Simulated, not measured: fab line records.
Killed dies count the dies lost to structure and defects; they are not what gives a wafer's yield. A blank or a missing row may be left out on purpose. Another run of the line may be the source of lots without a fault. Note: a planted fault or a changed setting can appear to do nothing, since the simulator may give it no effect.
fab line records | flow n5Finfet
record: lots: 7 wafers: 21
route steps=1938 shown ZERO_LAYER@9 WELL_APT@25 FIN_CUT@155 DUMMY_GATE@225 SD_EPI_N@263
startH: start of the lot's first displayed wafer, in hours after the record's first day | waitH: time in hours since the lot's previous step | " identical to the entry in the row above | L1.1+2: one row covering several wafers at once | - either no value or no given start | * or withheld: withheld | < > ~ a bound
route shown NAME@n: NAME is a module with steps in the file, n the number in the route of the first one | usual: mean/standard deviation of fault-free wafers | same: alike in all rows | chamber/n: place in a boat | sites: per-site readings | _std_site: the values' standard deviation | _edge_site: outer sites' mean less inner sites' | radiusMm: for every site, how far away it sits from the centre of the wafer | mask NAME#n: copy n | behind: the last tool/chamber to shape the wafer | hold: cause of the lot's hold/its duration in hours/its outcome | device: whichever transistor did not switch (one of n, p or np) | end of line: tests run on the same wafers once the route is complete | step lacking rows: just its recipe | killed: at the first sort, the dies lost to defects and structure; wafer yield is something else | map: a wafer's dies, marking killed ones x, the rest . and places with no die _
set.NAME: the setting that was run; set.NAME@STEP: the one run at that earlier step | model.NAME: the simulator's own value behind a step, which no gauge read
one table per step and one row per wafer, for lots whose settings were changed on purpose
== steps ==
step: N5_ZERO_LAYER_EXPOSE_08
recipe: maskId: ZERO na: 0.55 sourceShape: conventional sigmaOuter: 0.8 polarization: unpolarized defocusNm: 0 targetCdNm: 2000 doseMj: 16.2
columns lot.wafer tool chamber startH waitH mask set.doseMj
L075.4+5 krfScanner-01 0 18.48 - ZERO#0 17.33
L075.6 " 0 " " ZERO#0 16.2
L079.2+3 krfScanner-02 0 42.47 - ZERO#0 17.06
L079.4 " 0 " " ZERO#0 16.2
L082.1+4 krfScanner-02 0 60.50 - ZERO#0 15.68
L082.3 " 0 " " ZERO#0 16.2
L083.3+5 krfScanner-01 0 66.61 - ZERO#0 16.2
L083.6 " 0 " " ZERO#0 16.75
L086.1+3+5 krfScanner-01 0 84.46 - ZERO#0 16.2
L092.1+3+4 krfScanner-02 0 120.66 - ZERO#0 16.2
L094.1+4 krfScanner-01 0 132.59 - ZERO#0 16.76
L094.6 " 0 " " ZERO#0 16.2
step: N5_ZERO_LAYER_PEB_09
recipe: pebTempC: withheld pebTimeS: *
step: N5_ZERO_LAYER_DEVELOP_10
recipe: developTimeS: 60 rinseLiquid: diw dry: airSpin devTempC: 21
step: N5_ZERO_LAYER_HARDBAKE_23
recipe: tempC: 130 timeS: 120
step: N5_ZERO_LAYER_CD_MEAS_11
recipe: targetCdNm: 2000 landingEnergyEv: 500 detector: seInlens
usual: cdNm: 2001.1/1.9
columns lot.wafer tool chamber startH waitH set.doseMj@ZERO_LAYER_EXPOSE_08 cdNm
L075.4 cdSem-01 0 18.65 - 17.33 2016.5
L075.5 " 0 " " 17.33 2014.3
L075.6 " 0 " " 16.2 2002.7
L079.2 cdSem-03 0 42.64 - 17.06 2011.6
L079.3 " 0 " " 17.06 2011.0
L079.4 " 0 " " 16.2 2002.6
L082.1 cdSem-02 0 60.68 - 15.68 1997.4
L082.3 " 0 " " 16.2 2004.2
L082.4 " 0 " " 15.68 1995.8
L083.3 cdSem-03 0 66.78 - 16.2 2002.5
L083.5 " 0 " " 16.2 2001.1
L083.6 " 0 " " 16.75 2008.2
L086.1 cdSem-02 0 84.64 - 16.2 2002.2
L086.3 " 0 " " 16.2 2002.1
L086.5 " 0 " " 16.2 2002.0
L092.1 cdSem-02 0 120.84 - 16.2 2001.4
L092.3 " 0 " " 16.2 1999.3
L092.4 " 0 " " 16.2 1999.5
L094.1 cdSem-02 0 132.77 - 16.76 2004.3
L094.4 " 0 " " 16.76 2003.0
L094.6 " 0 " " 16.2 1998.6
step: N5_ZERO_LAYER_DESCUM_16
recipe: chemistry: O2 timeS: 7.9 sourcePowerW: 50 biasPowerW: 20 pressureMtorr: 20 rfFrequencyHz: 2.712e+07 tempC: 40 o2FlowSccm: 225
columns lot.wafer tool chamber startH waitH set.doseMj@ZERO_LAYER_EXPOSE_08 model.ZERO_LAYER.cdNm
L075.4 rieDiel-02 1 18.77 0.1 17.33 2017
L075.5 " 0 " " 17.33 2014
L075.6 " 1 " " 16.2 2003
L079.2+3 rieDiel-02 1,3 42.68 0.0 17.06 2011
L079.4 " 2 " " 16.2 2002
L082.1 rieDiel-06 3 61.12 0.4 15.68 1997
L082.3 " 2 " " 16.2 2004
L082.4 " 1 " " 15.68 1996
L083.3 rieDiel-02 3 66.87 0.1 16.2 2002
L083.5 " 2 " " 16.2 2001
L083.6 " 1 " " 16.75 2008
L086.1+3+5 rieDiel-05 0,2,2 85.16 0.5 16.2 2002
L092.1 rieDiel-02 2 120.88 0.0 16.2 2001
L092.3 " 3 " " 16.2 1999
L092.4 " 3 " " 16.2 2000
L094.1 rieDiel-02 1 132.80 0.0 16.76 2004
L094.4 " 3 " " 16.76 2003
L094.6 " 2 " " 16.2 1999
step: N5_WELL_APT_PEB_06
recipe: pebTempC: 130 pebTimeS: 90
columns lot.wafer tool chamber startH waitH set.pebTimeS
L075.4+5+6 lithoTrack-03 0 19.67 0.0 90
L079.2 lithoTrack-01 0 43.44 0.0 90
L079.3+4 " 0 " " 109.7
L082.1+3+4 lithoTrack-01 0 61.88 0.1 90
L083.3+5 lithoTrack-05 0 67.78 0.0 70.26
L083.6 " 0 " " 90
L086.1+3+5 lithoTrack-03 0 86.05 0.1 90
L092.1+3 lithoTrack-05 0 121.76 0.1 90
L092.4 " 0 " " 81.24
L094.1 lithoTrack-05 0 133.69 0.1 101.4
L094.4+6 " 0 " " 90
step: N5_WELL_APT_DEVELOP_07
recipe: developTimeS: 45 rinseLiquid: surfactantRinse dry: airSpin devTempC: 21
step: N5_WELL_APT_HARDBAKE_12
recipe: tempC: 130 timeS: 120
step: N5_WELL_APT_CD_MEAS_08
recipe: targetCdNm: 200 landingEnergyEv: 500 detector: seInlens
usual: cdNm: 200.2/1.4
columns lot.wafer tool chamber startH waitH set.pebTimeS@WELL_APT_PEB_06 cdNm
L075.4 cdSem-03 0 19.79 - 90 200.2
L075.5 " 0 " " 90 199.9
L075.6 " 0 " " 90 198.7
L079.2 cdSem-03 0 43.56 - 90 202.4
L079.3 " 0 " " 109.7 207.8
L079.4 " 0 " " 109.7 208.5
L082.1 cdSem-03 0 61.99 - 90 201.0
L082.3 " 0 " " 90 200.4
L082.4 " 0 " " 90 199.6
L083.3 cdSem-02 0 67.90 - 70.26 190.1
L083.5 " 0 " " 70.26 190.8
L083.6 " 0 " " 90 200.4
L086.1 cdSem-03 0 86.16 - 90 198.5
L086.3 " 0 " " 90 197.8
L086.5 " 0 " " 90 197.6
L092.1 cdSem-02 0 121.88 - 90 200.5
L092.3 " 0 " " 90 200.6
L092.4 " 0 " " 81.24 198.4
L094.1 cdSem-03 0 133.81 - 101.4 202.4
L094.4 " 0 " " 90 198.3
L094.6 " 0 " " 90 198.0
step: N5_WELL_APT_DESCUM_13
recipe: chemistry: O2 timeS: 7.9 sourcePowerW: 50 biasPowerW: 20 pressureMtorr: 20 rfFrequencyHz: 2.712e+07 tempC: 40 o2FlowSccm: 225
columns lot.wafer tool chamber startH waitH set.timeS set.pebTimeS@WELL_APT_PEB_06 model.WELL_APT.cdNm
L075.4 rieDiel-01 0 19.88 0.0 9.142 90 200.1
L075.5 " 2 " " 9.142 90 200.3
L075.6 " 3 " " 9.142 90 198.4
L079.2 rieDiel-03 2 43.64 0.0 6.502 90 202
L079.3 " 0 " " 6.502 109.7 207.6
L079.4 " 3 " " 7.9 109.7 208.6
L082.1 rieDiel-01 2 62.08 0.0 7.9 90 200.9
L082.3 " 3 " " 6.766 90 200.1
L082.4 " 1 " " 6.766 90 199.6
L083.3 rieDiel-03 0 68.40 0.4 7.9 70.26 190.2
L083.5 " 1 " " 7.9 70.26 190.9
L083.6 " 2 " " 7.9 90 200.6
L086.1 rieDiel-03 3 86.25 0.0 7.9 90 198.8
L086.3 " 1 " " 7.9 90 197.9
L086.5 " 0 " " 7.9 90 197.7
L092.1 rieDiel-01 0 121.97 0.0 9.214 90 200.7
L092.3 " 2 " " 7.9 90 200.4
L092.4 " 0 " " 9.214 81.24 198.5
L094.1 rieDiel-01 0 133.89 0.0 6.434 101.4 202.3
L094.4 " 2 " " 6.434 90 198.3
L094.6 " 2 " " 6.434 90 197.7
step: N5_FIN_CUT_COAT_19
recipe: resist: SiARC tempC: 220 timeS: 60 spinRpm: 1500 resistThkNm: 20
columns lot.wafer tool chamber startH waitH set.spinRpm model.SiARC_of_FIN_CUT_COAT_19.thkNm
L075.4 lithoTrack-05 0 - - 1573 19.6
L075.5+6 " 0 " " 1500 20
L079.2 lithoTrack-02 0 - - 1500 20
L079.3+4 " 0 " " 1586 19.4
L082.1+3+4 lithoTrack-01 0 - - 1500 20
L083.3+5 lithoTrack-02 0 - - 1500 20.2
L083.6 " 0 " " 1500 20
L086.1+3 lithoTrack-01 0 - - 1500 19.8
L086.5 " 0 " " 1500 20
L092.1 lithoTrack-05 0 - - 1602 19.2
L092.3 " 0 " " 1500 19.8
L092.4 " 0 " " 1500 20
L094.1+4+6 lithoTrack-02 0 - - 1500 20
step: N5_FIN_CUT_COAT_29
recipe: resist: underlayer tempC: 205 timeS: 60 spinRpm: 1500 resistThkNm: 10
step: N5_FIN_CUT_COAT_02
recipe: resist: CAR-EUV spinRpm: 1500 resistThkNm: 30
step: N5_FIN_CUT_DESCUM_13
recipe: chemistry: O2 timeS: 7 sourcePowerW: 50 biasPowerW: 20 pressureMtorr: 20 rfFrequencyHz: 2.712e+07 tempC: 40 resist: CAR-EUV o2FlowSccm: 225
step: N5_FIN_CUT_ETCH_30
recipe: chemistry: N2/H2 target: underlayer targetDepthA: 130 maskMaterial: CAR-EUV timeS: 10.4 ionEnergyEv: 200 pressureMtorr: 30 sourceW: 840 biasW: 150 n2FlowSccm: 200 h2FlowSccm: 200 ends: cleared
step: N5_FIN_CUT_ETCH_20
recipe: chemistry: CF4 target: SiARC targetDepthA: 260 maskMaterial: CAR-EUV timeS: 43.3 ionEnergyEv: 80 pressureMtorr: 40 sourceW: 545 biasW: 36 Ar_flow_sccm: 100 cf4FlowSccm: 100 ends: cleared
columns lot.wafer tool chamber startH waitH set.spinRpm@FIN_CUT_COAT_19 model.etch.depthNm
L075.4 rieDiel-06 1 34.41 0.0 1573 19.58
L075.5+6 " 3,2 " " 1500 20.07
L079.2 rieDiel-06 3 57.05 0.0 1500 20.05
L079.3 " 2 " " 1586 19.44
L079.4 " 0 " " 1586 19.48
L082.1 rieDiel-02 2 77.18 0.0 1500 20.04
L082.3+4 " 1,3 " " 1500 20.09
L083.3 rieDiel-05 3 84.02 0.0 1500 20.13
L083.5 " 2 " " 1500 20.12
L083.6 " 3 " " 1500 20.1
L086.1+3 rieDiel-05 1,2 99.78 0.0 1500 19.89
L086.5 " 0 " " 1500 19.95
L092.1 rieDiel-06 1 137.19 0.0 1602 19.23
L092.3 " 3 " " 1500 19.87
L092.4 " 2 " " 1500 19.95
L094.1 rieDiel-05 2 149.26 0.0 1500 20.05
L094.4 " 1 " " 1500 19.96
L094.6 " 2 " " 1500 19.95
step: N5_FIN_CUT_ETCH_21
recipe: chemistry: N2/H2 target: SOC targetDepthA: 2190 overetchA: 438 maskMaterial: SiARC tempC: 40 ionEnergyEv: 100 biasW: 61 timeS: 523.5 pressureMtorr: 30 sourceW: 850 n2FlowSccm: 200 h2FlowSccm: 200
columns lot.wafer tool chamber startH waitH set.spinRpm@FIN_CUT_COAT_19 model.SiARC_of_FIN_CUT_COAT_19.thkNm
L075.4 rieDiel-06 1 34.59 0.2 1573 11.6
L075.5 " 3 " " 1500 11.8
L075.6 " 2 " " 1500 12
L079.2 rieDiel-06 3 57.09 0.0 1500 12
L079.3 " 2 " " 1586 11.4
L079.4 " 0 " " 1586 11.2
L082.1+3+4 rieDiel-02 2,1,3 77.21 0.0 1500 12.2
L083.3+5+6 rieDiel-05 3,2,3 84.06 0.0 1500 12
L086.1 rieDiel-05 1 99.82 0.0 1500 11.8
L086.3 " 2 " " 1500 11.6
L086.5 " 0 " " 1500 12
L092.1 rieDiel-06 1 137.23 0.0 1602 11.2
L092.3 " 3 " " 1500 11.8
L092.4 " 2 " " 1500 12
L094.1+4 rieDiel-05 2,1 149.30 0.0 1500 12
L094.6 " 2 " " 1500 11.8
step: N5_DUMMY_GATE_COAT_09
recipe: resist: CAR-EUV spinRpm: 1500 resistThkNm: 30
columns lot.wafer tool chamber startH waitH set.spinRpm model.CAR-EUV_of_DUMMY_GATE_COAT_09.thkNm
L075.4+5 lithoTrack-04 0 - - 1500 30
L075.6 " 0 " " 1500 29.8
L079.2+4 lithoTrack-04 0 - - 1338 32
L079.3 " 0 " " 1338 31.8
L082.1+4 lithoTrack-02 0 - - 1636 28.8
L082.3 " 0 " " 1500 30
L083.3+5 lithoTrack-02 0 - - 1500 30
L083.6 " 0 " " 1665 28.6
L086.1+5 lithoTrack-04 0 - - 1500 29.8
L086.3 " 0 " " 1500 30
L092.1+3 lithoTrack-03 0 - - 1500 30
L092.4 " 0 " " 1500 29.8
L094.1 lithoTrack-04 0 - - 1666 28.4
L094.4 " 0 " " 1500 30
L094.6 " 0 " " 1666 28.2
step: N5_DUMMY_GATE_EBR_11
recipe: solvent: PGMEA ebrWidthMm: 1.5
step: N5_DUMMY_GATE_SOFTBAKE_10
recipe: tempC: 110 timeS: 60 resist: CAR-EUV
step: N5_DUMMY_GATE_EXPOSE_12
recipe: maskId: GATE na: 0.33 sourceShape: annular sigmaInner: 0.2 sigmaOuter: 0.6 polarization: unpolarized targetCdNm: 25 doseMj: 34
step: N5_DUMMY_GATE_PEB_13
recipe: pebTempC: 100 pebTimeS: 60 resist: CAR-EUV
step: N5_DUMMY_GATE_DEVELOP_14
recipe: developTimeS: 30 developer: TMAH resist: CAR-EUV rinseLiquid: surfactantRinse dry: airSpin devTempC: 23
columns lot.wafer tool chamber startH waitH set.spinRpm@DUMMY_GATE_COAT_09 model.CAR-EUV_of_DUMMY_GATE_COAT_09.thkNm
L075.4+6 lithoTrack-04 0 - - 1500 29.4
L075.5 " 0 " " 1500 29.6
L079.2+3+4 lithoTrack-02 0 - - 1338 31.4
L082.1 lithoTrack-04 0 - - 1636 28.2
L082.3 " 0 " " 1500 29.6
L082.4 " 0 " " 1636 28.4
L083.3 lithoTrack-04 0 - - 1500 29.4
L083.5 " 0 " " 1500 29.6
L083.6 " 0 " " 1665 28.2
L086.1+3+5 lithoTrack-02 0 - - 1500 29.4
L092.1+3+4 lithoTrack-02 0 - - 1500 29.4
L094.1 lithoTrack-04 0 - - 1666 28
L094.4 " 0 " " 1500 29.4
L094.6 " 0 " " 1666 27.8
step: N5_SD_EPI_N_COAT_33
recipe: resist: SiARC tempC: 220 timeS: 60 spinRpm: 1500 resistThkNm: 35
columns lot.wafer tool chamber startH waitH set.spinRpm model.SiARC_of_SD_EPI_N_COAT_33.thkNm
L075.4 lithoTrack-01 0 - - 1432 35.8
L075.5 " 0 " " 1500 35
L075.6 " 0 " " 1432 36
L079.2 lithoTrack-03 0 - - 1500 35
L079.3+4 " 0 " " 1414 36.2
L082.1+3 lithoTrack-05 0 - - 1500 35
L082.4 " 0 " " 1341 37
L083.3+5+6 lithoTrack-05 0 - - 1577 34.2
L086.1+3 lithoTrack-05 0 - - 1500 35
L086.5 " 0 " " 1500 34.8
L092.1 lithoTrack-05 0 - - 1401 36.2
L092.3 " 0 " " 1401 36
L092.4 " 0 " " 1500 35
L094.1+4+6 lithoTrack-05 0 - - 1500 35
== key ==
split: step: N5_ZERO_LAYER_EXPOSE_08 setting: doseMj stated: 16.2 by: wafer
response: step: N5_ZERO_LAYER_CD_MEAS_11 reading: cdNm change: +1.79 per: 1% r: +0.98
response: step: N5_ZERO_LAYER_DESCUM_16 reading: model.ZERO_LAYER.cdNm change: +1.8 per: 1% r: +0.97
split: step: N5_WELL_APT_PEB_06 setting: pebTimeS stated: 90 by: wafer
response: step: N5_WELL_APT_CD_MEAS_08 reading: cdNm change: +0.344 per: 1% r: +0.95
response: step: N5_WELL_APT_DESCUM_13 reading: model.WELL_APT.cdNm change: +0.353 per: 1% r: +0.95
split: step: N5_WELL_APT_DESCUM_13 setting: timeS stated: 7.9 by: wafer
response none clear
split: step: N5_FIN_CUT_COAT_19 setting: spinRpm stated: 1500 by: wafer
response: step: N5_FIN_CUT_COAT_19 reading: model.SiARC_of_FIN_CUT_COAT_19.thkNm change: -0.0987 per: 1% r: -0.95
response: step: N5_FIN_CUT_ETCH_20 reading: model.etch.depthNm change: -0.101 per: 1% r: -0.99
response: step: N5_FIN_CUT_ETCH_21 reading: model.SiARC_of_FIN_CUT_COAT_19.thkNm change: -0.0996 per: 1% r: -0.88
split: step: N5_DUMMY_GATE_COAT_09 setting: spinRpm stated: 1500 by: wafer
response: step: N5_DUMMY_GATE_COAT_09 reading: model.CAR-EUV_of_DUMMY_GATE_COAT_09.thkNm change: -0.138 per: 1% r: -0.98
response: step: N5_DUMMY_GATE_DEVELOP_14 reading: model.CAR-EUV_of_DUMMY_GATE_COAT_09.thkNm change: -0.131 per: 1% r: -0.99
split: step: N5_SD_EPI_N_COAT_33 setting: spinRpm stated: 1500 by: wafer
response: step: N5_SD_EPI_N_COAT_33 reading: model.SiARC_of_SD_EPI_N_COAT_33.thkNm change: -0.188 per: 1% r: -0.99
